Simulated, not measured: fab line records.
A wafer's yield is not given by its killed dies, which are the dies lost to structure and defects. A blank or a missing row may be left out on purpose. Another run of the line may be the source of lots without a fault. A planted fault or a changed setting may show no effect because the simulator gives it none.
fab line records	flow n5-finfet
record lots=11	wafers=30	last-day=16
route steps=1938 shown MIM_TOP_LITHO@1849 MIM_TOP_ETCH@1851 TV_OPEN@1887
lots with no fault: from the same line, run without faults
start-h: the number of hours between the record's first day and the start of the first shown wafer of the lot	wait-h: hours elapsed since this lot's preceding step	" the same as in the row above	L1.1+2: one row covering several wafers at once	- either no value or no given start	* or withheld: withheld	< > ~ a bound
route shown NAME@n: NAME is a module with steps in the file, n the number in the route of the first one	usual: mean and standard deviation over wafers with no fault	same: alike in all rows	chamber/n: place in a boat	sites: each site's reading	_std_site: their standard deviation	_edge_site: the outer-site mean with the inner-site mean subtracted	radius-mm: for every site, how far away it sits from the centre of the wafer	mask NAME#n: copy n	behind: the last tool/chamber to shape the wafer	hold: cause of the lot's hold/its duration in hours/its outcome	device: transistor that didn't switch, given as n, p or np	end of line: the route-end tests of the same wafers	a step with no rows: only its recipe	killed: the dies lost at the first sort to structure and to defects; this is not the yield of the wafer	map: dies across one wafer; x = killed, . = not, _ = none there
set.NAME: the setting the step ran with; set.NAME@STEP: the setting that earlier step ran with	model.NAME: the simulator's own value behind a step, which no gauge read
a sample of lots followed through the steps of the route, with each step as a table and each wafer as a row
services: the hour from which a tool's chamber was out of use, counted from the record's first day as start-h (under 0 if before that day), plus the number of hours and why
## steps
# step N5_MIM_TOP_LITHO_INSPECT_12
# recipe mode=adi	inspect-instrument=macro
# usual raw-defect-count=2.0/1.4
lot.wafer	tool	chamber	start-h	wait-h	raw-defect-count
L260.2	defect-inspect-02	-	272.69	0.0	1
L260.5	"	-	"	"	0
L260.6	"	-	"	"	3
L261.2	defect-inspect-01	-	292.95	0.0	2
L261.4	"	-	"	"	2
L261.6	"	-	"	"	2
L262.3	defect-inspect-01	-	300.73	0.0	0
L262.4	"	-	"	"	1
L262.6	"	-	"	"	4
L263.2	defect-inspect-01	-	301.65	0.0	4
L263.3	"	-	"	"	1
L263.4	"	-	"	"	2
L267.3	defect-inspect-02	-	322.56	0.0	2
L267.4	"	-	"	"	0
L267.5	"	-	"	"	2
L266.2	defect-inspect-02	-	335.84	0.0	5
L266.5	"	-	"	"	2
L266.6	"	-	"	"	2
L270.3	defect-inspect-02	-	336.25	0.0	0
L270.6	"	-	"	"	2
L271.1	defect-inspect-01	-	340.63	0.0	3
L271.5	"	-	"	"	3
L271.6	"	-	"	"	1
L272.1	defect-inspect-02	-	360.38	0.0	0
L272.3	"	-	"	"	0
L274.3	defect-inspect-01	-	365.08	0.0	0
L274.6	"	-	"	"	1
L278.1	defect-inspect-01	-	383.44	0.0	0
L278.5	"	-	"	"	0
L278.6	"	-	"	"	0
# step N5_MIM_TOP_ETCH_ETCH_00
# recipe chemistry=Cl2/BCl3	target=TiN	target-depth-a=385	ion-energy-ev=150	pressure-mtorr=10	icp-w=1000	bias-w=126	Cl2_flow_sccm=53.25	bcl3-flow-sccm=21.75	Ar_flow_sccm=25
# usual drypump-motor-current-A=6.2/0.46	mfc-cl2-sccm=53.27/0.16	oes-product-au=0.80/0.11	throttle-valve-pct=22.61/0.13
lot.wafer	tool	chamber	start-h	wait-h	drypump-motor-current-A	mfc-cl2-sccm	oes-product-au	rf-hours-counter-h	throttle-valve-pct
L260.2	rie-metal-03	0	273.05	0.2	5.4	53.48	0.71	69	22.76
L260.5	"	0	"	"	5.4	53.28	0.71	-	22.77
L260.6	"	1	"	"	6.5	53.14	0.80	-	22.42
L261.2	rie-metal-01	0	293.14	0.1	6.3	53.66	1.01	0	22.59
L261.4	"	0	"	"	6.3	53.54	1.02	-	22.61
L261.6	"	1	"	"	6.6	53.20	0.90	-	22.47
L262.3	rie-metal-01	1	301.45	0.1	6.6	53.28	0.90	-	22.49
L262.4	"	0	"	"	6.2	53.16	0.99	-	22.59
L262.6	"	1	"	"	6.5	53.54	0.90	-	22.48
L263.2	rie-metal-01	1	301.95	0.1	6.6	53.26	0.91	10	22.48
L263.3	"	0	"	"	6.2	53.29	0.98	-	22.58
L263.4	"	1	"	"	6.6	53.19	0.91	-	22.47
L267.3	rie-metal-01	0	322.75	0.1	6.3	53.44	0.95	-	22.61
L267.4	"	1	"	"	6.6	53.47	0.89	-	22.49
L267.5	"	0	"	"	6.3	53.29	0.94	-	22.60
L266.2	rie-metal-02	1	335.97	0.1	6.5	53.33	0.76	45	22.68
L266.5	"	1	"	"	6.6	53.39	0.75	-	22.67
L266.6	"	0	"	"	5.8	53.36	0.65	-	22.76
L270.3	rie-metal-01	0	336.41	0.1	6.3	52.97	0.96	-	22.61
L270.6	"	0	"	"	6.3	53.34	0.95	-	22.59
L271.1	rie-metal-03	0	340.75	0.1	5.4	53.48	0.70	77	22.78
L271.5	"	0	"	"	5.4	53.19	0.70	-	22.78
L271.6	"	1	"	"	6.5	53.20	0.78	-	22.47
L272.1	rie-metal-03	0	360.55	0.1	5.4	53.11	0.69	79	22.77
L272.3	"	1	"	"	6.4	53.13	0.77	-	22.45
L274.3	rie-metal-02	0	365.24	0.1	5.9	53.22	0.64	-	22.77
L274.6	"	1	"	"	6.6	53.43	0.76	-	22.68
L278.1	rie-metal-01	0	383.56	0.1	6.2	53.25	0.93	7	22.60
L278.5	"	1	"	"	6.6	53.12	0.86	-	22.48
L278.6	"	0	"	"	6.2	53.14	0.93	-	22.60
# step N5_MIM_TOP_ETCH_STRIP_01
# recipe chemistry=O2	power-w=600	temp-c=60	pressure-mtorr=30	rf-frequency-hz=6e+07	bias-power-w=0	overash-fraction=0.5	o2-flow-sccm=225
# usual drypump-motor-current-A=5.5/0.41	oes-product-au=0.83/0.076	rf-vpp-V=3.5/1.3	showerhead-plenum-p-Torr=2.14/0.061	throttle-valve-pct=16.61/0.27
lot.wafer	tool	chamber	start-h	wait-h	drypump-motor-current-A	oes-product-au	rf-hours-counter-h	rf-vpp-V	showerhead-plenum-p-Torr	throttle-valve-pct
L260.2	rie-diel-02	2	273.19	0.1	5.5	0.67	246	1.5	2.16	17.03
L260.5	"	1	"	"	6.0	0.94	-	4.5	2.26	16.30
L260.6	"	0	"	"	5.8	0.88	-	4.5	2.22	16.42
L261.2	rie-diel-04	1	293.35	0.2	5.3	0.74	190	2.8	2.10	16.74
L261.4	"	0	"	"	5.5	0.86	54	6.1	2.12	16.34
L261.6	"	2	"	"	5.2	0.83	-	2.2	2.14	16.41
L262.3	rie-diel-06	1	301.57	0.1	5.8	0.85	57	3.9	2.06	16.69
L262.4	"	2	"	"	4.7	0.85	-	2.7	2.20	16.48
L262.6	"	0	"	"	4.8	0.68	-	3.8	1.98	16.97
L263.2	rie-diel-04	3	302.09	0.1	5.8	0.71	243	4.1	2.18	17.38
L263.3	"	0	"	"	5.6	0.88	58	3.6	2.12	16.31
L263.4	"	2	"	"	5.2	0.80	73	1.2	2.14	16.41
L267.3	rie-diel-04	1	322.86	0.1	5.4	0.72	200	6.0	2.09	16.77
L267.4	"	1	"	"	5.3	0.72	-	4.7	2.09	16.78
L267.5	"	2	"	"	5.2	0.81	-	2.1	2.13	16.44
L266.2	rie-diel-02	1	336.11	0.1	6.0	0.86	28	1.5	2.25	16.27
L266.5	"	3	"	"	5.9	0.90	-	4.2	2.14	16.64
L266.6	"	2	"	"	5.5	0.96	-	3.4	2.16	16.61
L270.3	rie-diel-04	0	336.51	0.1	5.6	0.86	72	3.5	2.11	16.37
L270.6	"	0	"	"	5.6	0.87	-	3.1	2.11	16.39
L271.1	rie-diel-02	1	340.93	0.1	6.0	0.88	29	5.2	2.25	16.28
L271.5	"	0	"	"	5.8	0.87	-	4.2	2.21	16.48
L271.6	"	1	"	"	6.0	0.88	-	2.9	2.25	16.29
L272.1	rie-diel-06	1	360.70	0.1	5.7	0.82	79	3.9	2.06	16.75
L272.3	"	2	"	"	4.6	0.84	54	1.9	2.19	16.52
L274.3	rie-diel-06	1	365.36	0.1	5.8	0.81	-	2.9	2.06	16.75
L274.6	"	1	"	"	5.8	0.80	-	2.9	2.06	16.75
L278.1	rie-diel-04	0	383.70	0.1	5.5	0.84	85	1.7	2.11	16.43
L278.5	"	3	"	"	5.8	0.90	-	3.5	2.17	16.93
L278.6	"	0	"	"	5.6	0.85	-	4.3	2.11	16.40
# step N5_PASSIVATION_PASS_ETCH_74
# recipe chemistry=CF4/O2	target=SiNx	target-depth-a=2200	time-s=110	ion-energy-ev=100	pressure-mtorr=40	source-w=535	bias-w=49	Ar_flow_sccm=100	cf4-flow-sccm=100	O2_flow_sccm=10
# usual O2_flow_sccm=10.00/0.034	drypump-motor-current-A=5.5/0.43	oes_f_703_au=0.84/0.072	oes_o_777_au=0.85/0.079	oes-product-au=0.85/0.075	rf-vpp-V=242/5.5	showerhead-plenum-p-Torr=2.25/0.068	throttle-valve-pct=15.88/0.22
lot.wafer	tool	chamber	start-h	wait-h	O2_flow_sccm	drypump-motor-current-A	oes_f_703_au	oes_o_777_au	oes-product-au	rf-hours-counter-h	rf-vpp-V	showerhead-plenum-p-Torr	throttle-valve-pct
L260.2	rie-diel-02	1	275.93	0.0	9.99	6.0	0.93	0.98	0.95	7	247	2.34	15.45
L260.5	"	0	"	"	9.99	5.8	0.86	0.85	0.88	-	242	2.33	15.77
L260.6	"	1	"	"	10.01	6.0	0.94	0.98	0.94	-	246	2.34	15.46
L261.2	rie-diel-02	0	295.88	0.0	10.03	5.8	0.86	0.84	0.86	54	242	2.32	15.79
L261.4	"	0	"	"	10.04	5.8	0.85	0.85	0.86	-	241	2.32	15.79
L261.6	"	1	"	"	10.00	6.0	0.92	0.95	0.91	-	248	2.34	15.46
L262.3	rie-diel-06	0	303.73	0.0	10.00	4.8	0.72	0.71	0.71	236	242	2.09	16.31
L262.4	"	1	"	"	9.97	5.8	0.88	0.88	0.86	-	228	2.15	15.90
L262.6	"	0	"	"	10.00	4.8	0.71	0.71	0.72	-	239	2.09	16.31
L263.2	rie-diel-02	0	304.26	0.0	9.97	5.9	0.85	0.84	0.87	58	241	2.32	15.80
L263.3	"	3	"	"	9.99	5.9	0.89	0.90	0.89	36	244	2.24	15.86
L263.4	"	2	"	"	10.03	5.5	0.99	0.99	1.00	3	247	2.27	15.93
L267.3	rie-diel-02	0	325.48	0.0	10.01	5.8	0.84	0.84	0.85	64	239	2.32	15.81
L267.4	"	1	"	"	10.04	6.0	0.88	0.93	0.89	24	246	2.34	15.49
L267.5	"	2	"	"	9.99	5.5	0.96	0.96	0.97	-	248	2.27	15.94
L266.2	rie-diel-04	1	338.80	0.0	9.96	5.3	0.70	0.72	0.71	208	237	2.18	16.04
L266.5	"	1	"	"	10.00	5.3	0.71	0.73	0.71	-	235	2.18	16.04
L266.6	"	0	"	"	9.95	5.5	0.87	0.85	0.86	-	237	2.23	15.74
L270.3	rie-diel-02	0	340.02	0.0	10.06	5.7	0.83	0.82	1.08	69	239	2.32	15.88
L270.6	"	3	"	"	10.02	5.9	0.87	0.88	0.87	-	244	2.23	15.88
L271.1	rie-diel-06	0	343.06	0.0	9.99	4.8	0.70	0.70	0.71	251	240	2.09	16.32
L271.5	"	2	"	"	9.99	4.7	0.85	0.81	0.85	-	241	2.33	15.98
L271.6	"	1	"	"	10.01	5.8	0.86	0.87	0.82	-	229	2.15	15.92
L272.1	rie-diel-02	2	363.26	0.0	10.00	5.5	0.93	0.92	1.19	24	247	2.27	16.03
L272.3	"	1	"	"	9.98	6.0	0.86	0.90	1.09	38	247	2.33	15.57
L274.3	rie-diel-02	2	372.73	0.0	10.03	5.5	0.92	0.92	1.17	27	248	2.27	16.03
L274.6	"	3	"	"	9.99	5.9	0.86	0.87	0.85	-	245	2.23	15.90
L278.1	rie-diel-04	2	386.05	0.0	10.02	5.2	0.80	0.81	0.80	101	244	2.22	15.74
L278.5	"	3	"	"	10.06	5.8	0.87	0.93	0.90	-	246	2.26	16.09
L278.6	"	0	"	"	10.00	5.6	0.85	0.83	0.85	-	237	2.22	15.76
## services
tool	chamber	start-h	hours	kind
rie-diel-02	1	252.83	7.7	repair
rie-metal-01	0	261.52	7.2	repair
rie-diel-02	2	284.20	-	clean
rie-diel-02	2	284.20	-	consumable-replace:focus-ring
rie-diel-02	2	284.20	12.1	scheduled-down
rie-diel-02	2	284.20	12.1	vent-cycle
rie-diel-06	2	287.31	3.1	repair
rie-diel-06	3	298.34	-	clean
rie-diel-06	3	298.34	-	consumable-replace:focus-ring
rie-metal-02	-	299.20	2.8	pm
rie-diel-04	3	322.86	-	clean
rie-diel-04	3	322.86	-	consumable-replace:focus-ring
rie-diel-04	3	322.86	13.7	scheduled-down
rie-diel-04	3	322.86	13.7	vent-cycle
rie-diel-06	3	340.10	5.4	repair
rie-diel-06	0	345.68	-	clean
rie-diel-06	0	345.68	-	consumable-replace:esc
rie-diel-06	0	345.68	-	consumable-replace:focus-ring
rie-diel-06	0	345.68	-	consumable-replace:showerhead
rie-diel-06	0	345.68	25.6	scheduled-down
rie-diel-06	0	345.68	25.6	vent-cycle
rie-diel-02	3	348.83	14.2	repair
rie-diel-06	3	361.08	4.9	repair
rie-diel-06	3	377.92	12.4	repair
## key
first-sign step=N5_PASSIVATION_PASS_ETCH_74	reading=oes-product-au	direction=up	sigmas=3.8	usual=0.85	struck=1.13
effect none on later readings
met-at N5_PASSIVATION_PASS_ETCH_74
struck-lots L270,L272,L274
struck-wafers L270.3,L272.1,L272.3,L274.3
not-acting-at N5_MIM_TOP_LITHO_INSPECT_12,N5_MIM_TOP_ETCH_ETCH_00,N5_MIM_TOP_ETCH_STRIP_01
onset-between 325.48 340.02
fault kind=process-parameter-drift	tool=rie-diel-02	chamber=-	onset-h=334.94	steps=N5_PASSIVATION_PASS_ETCH_74	channel=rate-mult	offset=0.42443	shape=step	end-h=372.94	scope=struck-wafers-only
